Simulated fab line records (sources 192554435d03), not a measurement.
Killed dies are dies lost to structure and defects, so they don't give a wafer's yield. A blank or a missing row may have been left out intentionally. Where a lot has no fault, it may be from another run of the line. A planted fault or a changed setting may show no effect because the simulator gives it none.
fab line records	flow n5_finfet
record lots=10	wafers=28	last_day=18
route steps=1938 shown BEOL_M9@1458 PASSIVATION@1916
lots that met no fault: from a run of the same line without faults
start_h: the number of hours between the record's first day and the start of the first shown wafer of the lot	wait_h: hours since the lot's step before	" unchanged from the row above	L1.1+2: several wafers, shown together as one row	- no value present, or no start provided	* or withheld: withheld	< > ~ a bound
route shown NAME@n: names a module that has steps shown in the file, with the first one's number in the route	usual: mean/standard deviation taken from wafers without a fault	same: alike in all rows	chamber/n: place in a boat	sites: the reading at each site	_std_site: standard deviation of those values	_edge_site: outer sites' mean less inner sites'	radius_mm: how far each site lies from the wafer's centre	mask NAME#n: copy n	behind: the most recent tool/chamber to have shaped the wafer	hold: reason for holding the lot/hours on hold/outcome of the hold	device: whichever transistor did not switch (one of n, p or np)	end of line: tests of these same wafers at the route's end	a step without rows: its recipe alone	killed: dies lost to structure and defects at the first sort, not the wafer's yield	map: shows each die of a wafer: x if killed, . if not, _ if none is there
set.NAME: the setting as run; set.NAME@STEP: as run at that earlier step	model.NAME: the simulator's own value behind a step, which no gauge read
the route's steps for a sample of lots (tables are steps, rows are wafers)
services: a tool's chamber out of use, with start hour (start_h, from the record's first day; less than 0 if before it), hours out, and reason
## steps
# step N5_BEOL_M9_ALD_74
# recipe material=TaN	target_thk_a=20	temp_c=275	ald_precursor_family=PDMAT	ald_co_reactant=NH3	pressure_torr=3	carrier_flow_sccm=1500	pulse_time_s=2	purge_time_s=3	co_reactant_purge_time_s=2	co_reactant_pulse_time_s=3	ald_cycles=40	precursor_vessel_temp_c=75	precursor_vessel_pressure_torr=26.25	precursor_vessel_carrier_sccm=1000
# usual heater_power_w=433/31
lot.wafer	tool	chamber	start_h	wait_h	heater_power_w	since_wet_clean_h
L456.1	ald_metal-01	2	220.88	0.0	445	4499
L456.4	"	0	"	"	457	4499
L456.6	"	3	"	"	486	-
L460.2	ald_metal-03	1	262.04	0.0	459	1463
L460.4	"	3	"	"	374	1463
L460.5	"	0	"	"	380	-
L461.1	ald_metal-04	3	275.46	0.1	414	3015
L461.4	"	1	"	"	424	3015
L461.5	"	1	"	"	427	-
L467.3	ald_metal-03	0	293.49	0.0	374	1495
L467.4	"	1	"	"	466	1495
L467.6	"	1	"	"	469	-
L469.2	ald_metal-03	3	302.01	0.1	384	1503
L469.4	"	1	"	"	466	1503
L469.6	"	1	"	"	475	-
L472.3	ald_metal-03	1	329.77	0.0	479	1531
L472.4	"	2	"	"	425	1531
L472.6	"	3	"	"	386	-
L473.2	ald_metal-03	1	332.29	0.0	472	1534
L473.3	"	2	"	"	426	1534
L473.5	"	2	"	"	425	-
L475.1	ald_metal-03	2	345.02	0.0	439	1546
L475.4	"	0	"	"	380	1546
L477.3	ald_metal-03	3	362.89	0.0	386	1564
L477.5	"	0	"	"	378	-
L478.1	ald_metal-01	3	366.06	0.0	474	4644
L478.3	"	2	"	"	438	4644
L478.4	"	0	"	"	455	4644
# step N5_PASSIVATION_PECVD_35
# recipe material=SiNx	target_thk_a=7000	temp_c=400	precursor=SiH4/NH3/N2	pressure_torr=4.9	rf_w=1406	time_s=151.3
# usual heater_power_w=378/86	showerhead_plenum_p_Torr=8.68/0.053	throttle_valve_pct=29.5/1.5
# same time_s=151.3
lot.wafer	tool	chamber	start_h	wait_h	heater_power_w	showerhead_plenum_p_Torr	since_wet_clean_h	throttle_valve_pct
L456.1	pecvd-02	1	277.01	0.1	296	8.61	1706	32.2
L456.4	"	2	"	"	415	8.66	-	27.2
L456.6	"	1	"	"	335	8.64	-	32.0
L460.2	pecvd-01	1	317.31	0.1	512	8.62	1927	28.9
L460.4	"	0	"	"	377	8.68	-	28.3
L460.5	"	1	"	"	568	8.60	-	29.2
L461.1	pecvd-04	2	327.22	0.1	370	8.75	640	29.4
L461.4	"	1	"	"	326	8.69	-	31.6
L461.5	"	0	"	"	432	8.70	-	28.6
L467.3	pecvd-04	2	352.89	0.1	338	8.78	665	29.5
L467.4	"	0	"	"	440	8.69	-	28.1
L467.6	"	2	"	"	359	8.76	-	29.7
L469.2	pecvd-04	1	365.01	0.1	364	8.68	2156	31.8
L469.4	"	0	"	"	437	8.68	-	29.0
L469.6	"	1	"	"	415	8.70	-	31.9
L472.3	pecvd-02	0	383.29	0.1	258	8.67	1087	30.4
L472.4	"	2	"	"	413	8.68	-	27.5
L472.6	"	0	"	"	278	8.63	-	30.2
L473.2	pecvd-01	2	383.93	0.1	416	8.78	513	28.5
L473.3	"	0	"	"	424	8.65	1269	28.3
L473.5	"	1	"	"	567	8.60	-	29.3
L475.1	pecvd-04	0	399.34	0.1	446	8.69	431	28.8
L475.4	"	2	"	"	362	8.75	-	29.7
L477.3	pecvd-01	2	420.16	0.1	418	8.79	549	28.6
L477.5	"	0	"	"	350	8.65	-	28.4
L478.1	pecvd-04	2	426.15	0.1	354	8.75	739	29.9
L478.3	"	1	"	"	377	8.69	14	27.6
L478.4	"	1	"	"	431	8.68	-	27.2
# step N5_PASSIVATION_PASS_ETCH_47
# recipe chemistry=CF4/O2	target=SiNx	target_depth_a=7700	time_s=385	ion_energy_ev=100	pressure_mtorr=40	source_w=535	bias_w=49	Ar_flow_sccm=100	cf4_flow_sccm=100	O2_flow_sccm=10
# usual bias_w=49.01/0.14	chamber_pressure_mTorr=40.00/0.034	drypump_motor_current_A=5.7/0.42	oes_product_au=0.81/0.072	rf_vpp_V=239/7.3	showerhead_plenum_p_Torr=2.19/0.064	throttle_valve_pct=15.77/0.16
# same time_s=385
lot.wafer	tool	chamber	start_h	wait_h	bias_w	chamber_pressure_mTorr	drypump_motor_current_A	oes_product_au	rf_hours_counter_h	rf_vpp_V	showerhead_plenum_p_Torr	throttle_valve_pct
L456.1	rie_diel-04	1	277.86	0.0	48.99	39.96	5.8	0.88	22	252	2.25	15.72
L456.4	"	2	"	"	49.13	39.99	6.0	0.69	223	237	2.19	15.78
L456.6	"	1	"	"	48.97	40.02	5.8	0.87	-	252	2.25	15.73
L460.2	rie_diel-04	3	317.86	0.0	48.87	40.01	5.1	0.78	135	231	2.12	15.93
L460.4	"	1	"	"	49.19	39.98	5.8	0.86	36	251	2.24	15.76
L460.5	"	3	"	"	48.73	39.99	5.1	0.78	-	232	2.12	15.94
L461.1	rie_diel-04	3	328.30	0.0	48.92	39.96	5.2	0.78	138	230	2.11	15.93
L461.4	"	2	"	"	49.07	40.00	6.0	0.68	240	236	2.18	15.83
L461.5	"	1	"	"	49.17	40.00	5.8	0.85	-	251	2.24	15.77
L467.3	rie_diel-04	0	353.57	0.0	48.85	40.04	6.0	0.75	181	235	2.12	15.79
L467.4	"	1	"	"	48.84	40.00	5.9	0.84	-	252	2.24	15.77
L467.6	"	3	"	"	48.81	39.96	5.2	0.77	-	232	2.11	15.98
L469.2	rie_diel-01	0	365.69	0.0	48.83	40.02	5.2	0.76	144	247	2.28	15.87
L469.4	"	2	"	"	48.88	40.01	5.5	0.79	122	231	2.12	15.77
L469.6	"	2	"	"	49.05	39.96	5.6	0.78	-	230	2.12	15.78
L472.3	rie_diel-06	1	383.84	0.0	48.85	39.98	6.3	0.81	96	230	2.30	15.78
L472.4	"	3	"	"	48.90	40.01	5.1	0.78	121	233	2.13	15.99
L472.6	"	1	"	"	49.01	39.99	6.4	0.81	-	229	2.30	15.78
L473.2	rie_diel-04	1	384.99	0.0	49.01	39.97	5.8	0.81	62	253	2.23	15.80
L473.3	"	2	"	"	48.83	39.97	6.0	0.93	7	237	2.17	15.41
L473.5	"	2	"	"	48.89	39.98	6.0	0.94	-	237	2.17	15.41
L475.1	rie_diel-01	2	400.07	0.0	49.09	40.02	5.6	0.77	134	231	2.12	15.78
L475.4	"	0	"	"	49.10	40.02	5.2	0.75	157	245	2.28	15.90
L477.3	rie_diel-06	3	420.71	0.0	48.84	39.94	5.1	0.77	132	232	2.13	16.01
L477.5	"	3	"	"	49.03	39.98	5.1	0.77	-	232	2.13	16.00
L478.1	rie_diel-01	2	426.83	0.0	49.05	40.05	5.6	0.77	143	230	2.12	15.81
L478.3	"	3	"	"	48.95	40.02	6.1	0.85	72	245	2.14	15.59
L478.4	"	1	"	"	49.12	39.96	5.3	0.83	64	244	2.14	15.84
# step N5_PASSIVATION_STRIP_48
# recipe chemistry=O2	power_w=600	temp_c=60	pressure_mtorr=30	rf_frequency_hz=6e+07	bias_power_w=0	overash_fraction=0.5	o2_flow_sccm=225
# usual chamber_pressure_mTorr=30.00/0.15	drypump_motor_current_A=5.7/0.42	oes_product_au=0.81/0.075	rf_vpp_V=4.0/2.6	showerhead_plenum_p_Torr=2.08/0.07	throttle_valve_pct=16.55/0.22
# same overash_fraction=0.5
lot.wafer	tool	chamber	start_h	wait_h	chamber_pressure_mTorr	drypump_motor_current_A	oes_product_au	rf_hours_counter_h	rf_vpp_V	showerhead_plenum_p_Torr	throttle_valve_pct
L456.1	rie_diel-04	1	278.38	0.1	29.96	5.8	0.89	23	7.3	2.14	16.49
L456.4	"	2	"	"	29.82	6.0	0.67	223	7.1	2.09	16.60
L456.6	"	1	"	"	29.93	5.9	0.91	-	2.6	2.14	16.51
L460.2	rie_diel-04	3	318.38	0.1	30.05	5.1	0.79	135	4.3	2.01	16.84
L460.4	"	1	"	"	30.24	5.8	0.87	36	3.5	2.14	16.50
L460.5	"	3	"	"	30.12	5.2	0.76	-	6.6	2.01	16.80
L461.1	rie_diel-04	3	328.82	0.1	30.27	5.2	0.78	138	3.1	2.01	16.77
L461.4	"	2	"	"	29.83	6.0	0.66	241	9.8	2.08	16.55
L461.5	"	1	"	"	29.99	5.9	0.84	-	2.8	2.14	16.68
L467.3	rie_diel-04	0	354.08	0.1	30.25	5.9	0.75	181	4.4	1.98	16.51
L467.4	"	1	"	"	29.93	5.9	0.84	-	9.4	2.13	16.58
L467.6	"	3	"	"	29.96	5.1	0.79	-	0	2.01	16.77
L469.2	rie_diel-01	0	366.21	0.1	29.92	5.2	0.74	144	3.3	2.19	16.70
L469.4	"	2	"	"	30.20	5.6	0.81	122	5.2	2.04	16.63
L469.6	"	2	"	"	29.76	5.6	0.78	-	0.1	2.03	16.70
L472.3	rie_diel-06	1	384.36	0.1	29.65	6.3	0.77	96	0.2	2.22	16.77
L472.4	"	3	"	"	30.00	5.1	0.82	121	6.7	2.04	16.91
L472.6	"	1	"	"	29.92	6.4	0.80	-	8.5	2.21	16.68
L473.2	rie_diel-04	1	385.50	0.1	30.11	5.9	0.82	63	3.4	2.13	16.67
L473.3	"	2	"	"	30.19	6.0	0.91	7	2.9	2.07	16.23
L473.5	"	2	"	"	30.17	6.0	0.92	-	0.7	2.07	16.32
L475.1	rie_diel-01	2	400.59	0.1	29.89	5.6	0.77	134	5.2	2.03	16.75
L475.4	"	0	"	"	30.13	5.2	0.75	157	2.5	2.19	16.79
L477.3	rie_diel-06	3	421.23	0.1	29.79	5.1	0.77	133	3.6	2.03	16.80
L477.5	"	3	"	"	29.78	5.1	0.79	-	2.6	2.03	16.83
L478.1	rie_diel-01	2	427.35	0.1	30.03	5.6	0.79	143	2.3	2.03	16.75
L478.3	"	3	"	"	29.84	6.2	0.83	72	6.5	2.01	16.30
L478.4	"	1	"	"	30.06	5.3	0.78	64	4.2	2.01	16.50
# step N5_PASSIVATION_PROBE_49
# usual defect_limited_yield=91.1/1.4	killed_at_M0_to_M3=34/9.7	killed_at_M4_up=13/5.1	killed_at_contacts=14/6.3	killed_at_front_end=40/11	killed_at_other=3.5/2.7	killed_dies=105/16	killed_on_rim=13/4.1	killed_open=70/12	killed_short=34/7.8	sort_bin_4_leakage=0.02/0.13	sort_bin_5_function=5.2/0.88	sort_bin_6_memory=3.3/0.7	sort_bin_8_speed=0.1/0.62	sort_n_pass=1074/17	sort_yield_pct=91.0/1.5
# same gross_dies=1180	killed_at_back_side=0
lot.wafer	tool	chamber	start_h	wait_h	defect_limited_yield[%]	killed_at_M0_to_M3	killed_at_M4_up	killed_at_contacts	killed_at_front_end	killed_at_other	killed_dies	killed_on_rim	killed_open	killed_short	sort_bin_4_leakage[%]	sort_bin_5_function[%]	sort_bin_6_memory[%]	sort_bin_8_speed[%]	sort_n_pass	sort_yield_pct[%]
L460.2	prober-01	-	320.92	0.1	89.4	27	6	29	61	2	125	20	80	42	0	5.5	4.5	0	1055	89.4
L460.4	prober-01	-	321.02	0.2	91.4	37	17	7	39	2	102	20	59	40	0	4.2	4.3	0	1078	91.4
L460.5	prober-01	-	321.07	0.2	91.0	38	13	17	31	7	106	10	71	35	0	5.3	3.4	0	1074	91.0
L461.1	prober-01	-	331.31	0.0	90.1	46	17	29	23	2	117	13	80	36	0	5.4	4.2	0	1063	90.1
L461.4	prober-01	-	331.46	0.2	90.2	40	17	22	34	3	116	18	83	33	0	6.0	3.6	0	1064	90.2
L461.5	prober-01	-	331.51	0.2	89.9	40	15	21	37	6	119	13	78	40	0	6.4	3.6	0	1061	89.9
L469.2	prober-02	-	368.75	0.1	92.2	29	9	13	41	0	92	13	66	25	0	5.2	2.5	0	1088	92.2
L469.4	prober-02	-	368.85	0.2	92.6	21	18	10	38	0	87	10	55	26	0	3.8	3.1	0	1093	92.6
L469.6	prober-02	-	368.95	0.3	90.5	52	8	13	32	7	112	12	77	32	0	5.3	4.2	0	1068	90.5
L472.3	prober-01	-	386.96	0.1	90.3	28	6	21	51	8	114	10	76	30	0	5.9	3.1	0	1066	90.3
L472.4	prober-01	-	387.01	0.2	90.5	32	14	22	39	5	112	18	73	36	0.08	5.5	3.4	0	1067	90.4
L472.6	prober-01	-	387.11	0.3	89.4	40	17	19	41	8	125	13	77	38	0	6.1	3.5	0	1055	89.4
L473.2	prober-01	-	388.04	0.1	92.4	30	14	17	26	3	90	15	62	28	0	4.7	2.8	0	1090	92.4
L473.3	prober-01	-	388.09	0.1	92.5	19	7	20	37	5	88	9	55	29	0	3.7	3.3	0	1092	92.5
L473.5	prober-01	-	388.19	0.2	90.4	37	8	14	47	7	113	7	56	57	0	5.5	3.4	0	1067	90.4
L475.1	prober-01	-	403.08	0.0	89.9	48	13	5	47	6	119	17	78	40	0	5.4	4.3	0	1061	89.9
L475.4	prober-01	-	403.23	0.2	83.6	21	128	3	42	0	194	23	48	33	0	10.6	3.5	0	986	83.6
L477.3	prober-01	-	423.82	0.1	91.2	25	15	10	49	5	104	18	70	34	0	5.6	3.1	0	1076	91.2
L477.5	prober-01	-	423.92	0.2	79.9	29	139	7	59	3	237	33	85	39	0	12.9	4.7	0	943	79.9
# killed by level:class
L460.2 MOL_CONTACT_COAG:geometric_particle:open=24 BEOL_M1:geometric_particle:open=13 STI_FIN_REVEAL:geometric_particle:open=10 GATE_CUT:geometric_particle:short=10 FIN_SAQP:geometric_particle:short=9 FIN_SAQP:geometric_particle:open=7 DUMMY_GATE:geometric_particle:open=7 GATE_CUT:geometric_particle:open=5
L460.4 STI_FIN_REVEAL:geometric_particle:open=9 GATE_CUT:geometric_particle:short=9 BEOL_M2:geometric_particle:short=9 DUMMY_GATE:geometric_particle:open=6 BEOL_M5:geometric_particle:open=6 BEOL_M3:geometric_particle:open=6 BEOL_M0_SAQP:geometric_particle:short=5 GATE_CUT:geometric_particle:open=4
L460.5 STI_FIN_REVEAL:geometric_particle:open=12 BEOL_M1:geometric_particle:open=11 MOL_CONTACT_COAG:geometric_particle:open=9 BEOL_M3:geometric_particle:open=8 MOL_CONTACT_COAG:geometric_particle:short=8 BEOL_M4:geometric_particle:open=7 FIN_SAQP:geometric_particle:short=6 BEOL_M2:geometric_particle:open=6
L461.1 MOL_CONTACT_COAG:geometric_particle:open=22 BEOL_M0_SAQP:geometric_particle:short=18 BEOL_M0_SAQP:geometric_particle:open=14 STI_FIN_REVEAL:geometric_particle:open=10 BEOL_M4:geometric_particle:open=8 MOL_CONTACT_COAG:geometric_particle:short=7 BEOL_M2:geometric_particle:open=6 FIN_SAQP:geometric_particle:open=5
L461.4 MOL_CONTACT_COAG:geometric_particle:open=21 BEOL_M0_SAQP:geometric_particle:short=12 BEOL_M0_SAQP:geometric_particle:open=10 BEOL_M4:geometric_particle:open=10 STI_FIN_REVEAL:geometric_particle:open=8 BEOL_M1:geometric_particle:open=7 DUMMY_GATE:geometric_particle:open=6 BEOL_M1:geometric_particle:short=4
L461.5 MOL_CONTACT_COAG:geometric_particle:open=15 STI_FIN_REVEAL:geometric_particle:open=12 BEOL_M0_SAQP:geometric_particle:open=12 BEOL_M0_SAQP:geometric_particle:short=9 BEOL_M2:geometric_particle:open=8 BEOL_M4:geometric_particle:open=8 MOL_CONTACT_COAG:geometric_particle:short=6 STI_FIN_REVEAL:geometric_particle:short=5
L469.2 FIN_SAQP:geometric_particle:open=15 FIN_SAQP:geometric_particle:short=11 MOL_CONTACT_COAG:geometric_particle:open=11 BEOL_M2:geometric_particle:open=8 BEOL_M3:geometric_particle:open=7 STI_FIN_REVEAL:geometric_particle:open=5 BEOL_M0_SAQP:geometric_particle:short=4 ILD0:geometric_particle:open=3
L469.4 FIN_SAQP:geometric_particle:open=10 BEOL_M2:geometric_particle:open=10 BEOL_M4:geometric_particle:open=8 MOL_CONTACT_COAG:geometric_particle:open=7 STI_FIN_REVEAL:geometric_particle:open=5 FIN_SAQP:geometric_particle:short=4 BEOL_M0_SAQP:geometric_particle:short=4 HKMG_FIN:area_etch=4
L469.6 MOL_CONTACT_COAG:geometric_particle:open=10 BEOL_M2:geometric_particle:open=10 BEOL_M0_SAQP:geometric_particle:open=9 BEOL_M3:geometric_particle:open=9 STI_FIN_REVEAL:geometric_particle:open=8 BEOL_M0_SAQP:geometric_particle:short=8 BEOL_M1:geometric_particle:open=7 FIN_SAQP:geometric_particle:open=6
L472.3 MOL_CONTACT_COAG:geometric_particle:open=18 STI_FIN_REVEAL:geometric_particle:open=15 BEOL_M2:geometric_particle:open=8 BEOL_M3:geometric_particle:open=7 STARTING-WAFER:geometric_particle:short=6 FIN_SAQP:geometric_particle:open=5 BEOL_M0_SAQP:geometric_particle:short=5 STARTING-WAFER:geometric_particle:open=5
L472.4 MOL_CONTACT_COAG:geometric_particle:open=17 BEOL_M3:geometric_particle:open=12 STI_FIN_REVEAL:geometric_particle:open=9 BEOL_M0_SAQP:geometric_particle:open=6 FIN_SAQP:geometric_particle:open=5 FIN_SAQP:geometric_particle:short=5 MOL_CONTACT_COAG:geometric_particle:short=5 BEOL_M0_SAQP:geometric_particle:short=5
L472.6 BEOL_M2:geometric_particle:open=14 MOL_CONTACT_COAG:geometric_particle:open=12 HKMG_FIN:area_etch=7 FIN_SAQP:geometric_particle:short=6 MOL_CONTACT_COAG:geometric_particle:short=6 BEOL_M1:geometric_particle:open=6 BEOL_M4:geometric_particle:open=6 STI_FIN_REVEAL:geometric_particle:open=5
L473.2 MOL_CONTACT_COAG:geometric_particle:open=13 STI_FIN_REVEAL:geometric_particle:open=8 FIN_SAQP:geometric_particle:short=7 BEOL_M1:geometric_particle:open=7 FIN_SAQP:geometric_particle:open=4 MOL_CONTACT_COAG:geometric_particle:short=4 BEOL_M0_SAQP:geometric_particle:short=4 BEOL_M3:geometric_particle:open=4
L473.3 MOL_CONTACT_COAG:geometric_particle:open=17 FIN_SAQP:geometric_particle:short=9 STI_FIN_REVEAL:geometric_particle:open=7 BEOL_M0_SAQP:geometric_particle:short=6 DUMMY_GATE:geometric_particle:open=4 BEOL_M0:geometric_particle:open=4 MOL_CONTACT_COAG:geometric_particle:short=3 FIN_SAQP:geometric_particle:open=2
L473.5 BEOL_M0_SAQP:geometric_particle:short=13 FIN_SAQP:geometric_particle:short=12 STI_FIN_REVEAL:geometric_particle:open=11 BEOL_M0_SAQP:geometric_particle:open=8 MOL_CONTACT_COAG:geometric_particle:short=7 MOL_CONTACT_COAG:geometric_particle:open=7 FIN_SAQP:geometric_particle:open=5 GATE_CUT:geometric_particle:short=5
L475.1 BEOL_M3:geometric_particle:open=17 FIN_SAQP:geometric_particle:open=15 FIN_SAQP:geometric_particle:short=11 BEOL_M1:geometric_particle:short=8 BEOL_M1:geometric_particle:open=7 DUMMY_GATE:geometric_particle:open=6 BEOL_M2:geometric_particle:open=5 BEOL_M3:geometric_particle:short=4
L475.4 BEOL_M9:unspecified=113 FIN_SAQP:geometric_particle:open=10 FIN_SAQP:geometric_particle:short=7 STI_FIN_REVEAL:geometric_particle:open=5 BEOL_M0_SAQP:geometric_particle:open=5 BEOL_M1:geometric_particle:open=5 STARTING-WAFER:geometric_particle:short=5 BEOL_M4:geometric_particle:short=4
L477.3 STI_FIN_REVEAL:geometric_particle:open=22 BEOL_M0_SAQP:geometric_particle:open=10 MOL_CONTACT_COAG:geometric_particle:open=9 BEOL_M4:geometric_particle:short=7 STI_FIN_REVEAL:geometric_particle:short=6 BEOL_M0_SAQP:geometric_particle:short=5 FIN_SAQP:geometric_particle:open=4 FIN_SAQP:geometric_particle:short=4
L477.5 BEOL_M9:unspecified=113 STI_FIN_REVEAL:geometric_particle:open=17 FIN_SAQP:geometric_particle:open=11 GATE_CUT:geometric_particle:short=9 BEOL_M5:geometric_particle:open=9 FIN_SAQP:geometric_particle:short=7 MOL_CONTACT_COAG:geometric_particle:open=6 BEOL_M1:geometric_particle:short=6
## services
tool	chamber	start_h	hours	kind
rie_diel-01	3	205.59	-	clean
rie_diel-01	3	205.59	-	consumable_replace:focus_ring
rie_diel-01	3	205.59	19.6	scheduled_down
rie_diel-01	3	205.59	19.6	vent_cycle
rie_diel-06	-	221.57	2.8	pm
pecvd-02	-	222.48	6.0	pm
pecvd-01	-	224.41	0.5	repair
rie_diel-01	1	225.32	-	clean
rie_diel-01	1	225.32	-	consumable_replace:focus_ring
rie_diel-01	1	225.32	22.4	scheduled_down
pecvd-01	1	254.45	48.9	repair
rie_diel-06	-	256.88	0.1	repair
pecvd-01	2	264.95	6.6	repair
rie_diel-01	-	284.58	0.4	repair
ald_metal-01	3	300.01	5.0	repair
ald_metal-01	2	332.98	10.1	repair
rie_diel-01	2	337.34	4.5	repair
rie_diel-04	2	353.14	-	clean
rie_diel-04	2	353.14	-	consumable_replace:focus_ring
pecvd-02	-	361.59	2.8	pm
pecvd-04	-	393.86	3.2	repair
rie_diel-04	1	406.32	11.2	repair
rie_diel-01	1	414.00	1.5	repair
rie_diel-06	3	422.80	4.8	repair
## key
first_sign step=N5_PASSIVATION_PROBE_49	reading=killed_at_M4_up	direction=up	sigmas=24	usual=13	struck=134
effect step=N5_PASSIVATION_PROBE_49	reading=defect_limited_yield	direction=down	sigmas=6.8	usual=91.1	struck=81.7
more_kills_born_at N5_BEOL_M9_ALD_74@ald_metal-03=226
met_at N5_BEOL_M9_ALD_74
struck_lots L475,L477
struck_wafers L475.4,L477.5
not_acting_at N5_PASSIVATION_PECVD_35,N5_PASSIVATION_PASS_ETCH_47,N5_PASSIVATION_STRIP_48
onset_between 293.49 345.02
fault kind=chamber_particle_source	tool=ald_metal-03	chamber=0	onset_h=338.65	steps=N5_BEOL_M9_ALD_74	rate_per_visit_cm2=0.97849
